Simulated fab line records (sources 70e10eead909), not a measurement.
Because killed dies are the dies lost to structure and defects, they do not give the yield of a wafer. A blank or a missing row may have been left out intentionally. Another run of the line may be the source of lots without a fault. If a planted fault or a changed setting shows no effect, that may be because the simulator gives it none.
Which tool did it?	flow nand_harc	18 wafers from 6 lots sampled at 5 of the route's 1302 steps

WHAT THE GAUGES SHOWED, per wafer
NHARC_END_SORT_01.
lot	measured	on	killed_at_array
L938	day 32 20:26	prober-01	671 667 668

EACH LOT AND THE TOOL THAT RAN IT (in order: tool; ch and the chambers of the sampled wafers; start)
lot	NHARC_A_CHANNEL_HOLE_D1_ETCH_44	NHARC_A_CHANNEL_FILL_D1_ALD_14	NHARC_A_CHANNEL_FILL_D1_ALD_15	NHARC_A_CHANNEL_FILL_D1_ALD_25
L919	rie_diel-11 ch 0,1,3, day 9 12:08	ald_hk-02 ch 0,1,3, day 9 20:20	ald_sin_batch-01 ch 0, day 11 03:28 or earlier	ald_hk-01 ch 0,1,2, day 11 03:28
L921	rie_diel-11 ch 0,2,3, day 10 14:15	ald_hk-02 ch 0,1,2, day 10 22:27	ald_sin_batch-01 ch 0, day 12 04:26 or earlier	ald_hk-02 ch 0,2,3, day 12 04:26
L923	rie_diel-13 ch 0,3, day 11 11:28	ald_hk-01 ch 1,2, day 11 19:41	ald_sin_batch-03 ch 0, day 13 08:55 or earlier	ald_hk-02 ch 0,1, day 13 08:55
L927	rie_diel-02 ch 1,2,3, day 13 07:38	ald_hk-03 ch 2,3, day 13 16:25	ald_sin_batch-03 ch 0, day 14 22:59 or earlier	ald_hk-03 ch 0,2,3, day 14 22:59
L938	rie_diel-11 ch 0,2,3, day 17 15:43	ald_hk-02 ch 0,2,3, day 17 23:54	ald_sin_batch-01 ch 0, day 19 02:30 or earlier	ald_hk-03 ch 0,1,2, day 19 02:30
L940	rie_diel-13 ch 0,2,3, day 18 15:16	ald_hk-01 ch 2,3, day 18 23:29	ald_sin_batch-01 ch 0, day 20 05:50 or earlier	ald_hk-01 ch 0,1,2, day 20 05:50
- NHARC_A_CHANNEL_HOLE_D1_ETCH_44: etches the open film in CF4/O2, target depth 140 nm, overetch 14 nm, time 77 s.
- NHARC_A_CHANNEL_FILL_D1_ALD_14: deposits SiO2, target thk 2.5 nm, pulse time 10 s, ald cycles 25.
- NHARC_A_CHANNEL_FILL_D1_ALD_15: deposits SiNx, target thk 2 nm, pulse time 60 s, ald cycles 19.
- NHARC_A_CHANNEL_FILL_D1_ALD_25: deposits SiOx, target thk 60 nm, pulse time 10 s, ald cycles 600.

THE ANSWER, worked out from the rows above alone
Rule: what is usual is taken from the lots themselves. The widest of any qualifying gaps counts: lots, ordered by their means at a reading, are off when they make up no more than a third of the lots, leave a main group of 4 or more, and stand apart from it by 3 or more times the standard deviation of that group's means. Not used: any main group whose means are identical at the precision the tables above print for the reading. A lot without any number at a reading at which 4 lots or more have one is off too. All remaining lots with rows at the step are treated as sound.
None of the lots is off at any reading shown; this tells nothing.

WHAT THE SIMULATOR HAD PUT IN
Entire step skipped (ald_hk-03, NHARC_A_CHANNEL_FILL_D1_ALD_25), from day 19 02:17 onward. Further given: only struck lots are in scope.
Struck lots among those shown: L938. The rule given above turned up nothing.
